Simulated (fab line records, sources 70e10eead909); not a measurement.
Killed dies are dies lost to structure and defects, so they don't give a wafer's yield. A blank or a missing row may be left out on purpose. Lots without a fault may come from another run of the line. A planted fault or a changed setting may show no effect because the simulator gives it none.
Chamber matching | flow nand_harc | NHARC_P_GATE_ETCH_32 on rie_si-03: 4 sister chambers
The step etches the open film in HBr/Cl2, target depth 150 nm, time 100.1 s. 16 wafers are shown with their chamber, then 8 later ones without.

WAFERS WITH THEIR CHAMBER
wafer  | chamber | drypump_motor_current_A (A) | oes_product_au (a.u.) | throttle_valve_pct (%)
L076.4 | 0       | 5.2                         | 1.001                 | 26.412
L076.5 | 3       | 5.6                         | 0.990                 | 26.407
L076.6 | 2       | 5.4                         | 0.981                 | 26.410
L081.2 | 3       | 5.5                         | 0.999                 | 26.413
L081.4 | 0       | 5.2                         | 0.999                 | 26.410
L081.5 | 1       | 6.0                         | 1.007                 | 26.415
L083.2 | 3       | 5.6                         | 0.999                 | 26.402
L083.3 | 2       | 5.4                         | 0.988                 | 26.399
L083.4 | 1       | 6.0                         | 1.001                 | 26.401
L083.1 | 0       | 5.2                         | 1.003                 | 26.415
L083.5 | 1       | 6.0                         | 1.007                 | 26.396
L083.6 | 2       | 5.4                         | 0.985                 | 26.411
L087.1 | 0       | 5.2                         | 1.006                 | 26.406
L087.4 | 2       | 5.4                         | 0.999                 | 26.424
L087.5 | 2       | 5.4                         | 1.008                 | 26.414
L091.1 | 0       | 5.2                         | 1.007                 | 26.399

SIGNATURES (means of the wafers above)
reading                 | chamber 0 | chamber 1 | chamber 2 | chamber 3 | scatter within a chamber
drypump_motor_current_A | 5.200     | 6.000     | 5.400     | 5.567     | 0.0236
oes_product_au          | 1.00320   | 1.00500   | 0.99220   | 0.99600   | 0.00715
throttle_valve_pct      | 26.40840  | 26.40400  | 26.41160  | 26.40733  | 0.00779
Rule: a wafer's distance from a chamber is the root of the sum, over the readings, of the square of ((its reading less the chamber's mean) divided by the reading's scatter). The wafer belongs to the nearest chamber; if the next one is less than 2 further off, it can't be placed. The scatter: the root of (the sum of the squares of (reading less its chamber's mean) over the shown wafers, divided by (wafers less chambers)).

WAFERS WITHOUT THEIR CHAMBER
wafer  | drypump_motor_current_A (A) | oes_product_au (a.u.) | throttle_valve_pct (%)
L091.3 | 5.4                         | 0.995                 | 26.418
L091.4 | 6.0                         | 0.998                 | 26.397
L092.1 | 5.5                         | 1.005                 | 26.412
L092.2 | 5.2                         | 0.998                 | 26.405
L092.5 | 5.2                         | 1.013                 | 26.398
L094.2 | 5.5                         | 1.006                 | 26.401
L094.3 | 5.2                         | 1.002                 | 26.391
L094.4 | 5.4                         | 1.005                 | 26.405

WHICH CHAMBER EACH WENT THROUGH
wafer  | from the rows above     | in truth
L091.3 | 2                       | 2
L091.4 | 1                       | 1
L092.1 | can't be placed: 3 or 2 | 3
L092.2 | 0                       | 0
L092.5 | 0                       | 0
L094.2 | can't be placed: 3 or 2 | 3
L094.3 | 0                       | 0
L094.4 | 2                       | 2
Placed correctly: 6 of 8. Can't be placed from these rows: 2 (the true chamber is among the candidates in 2). Placed wrongly: 0.
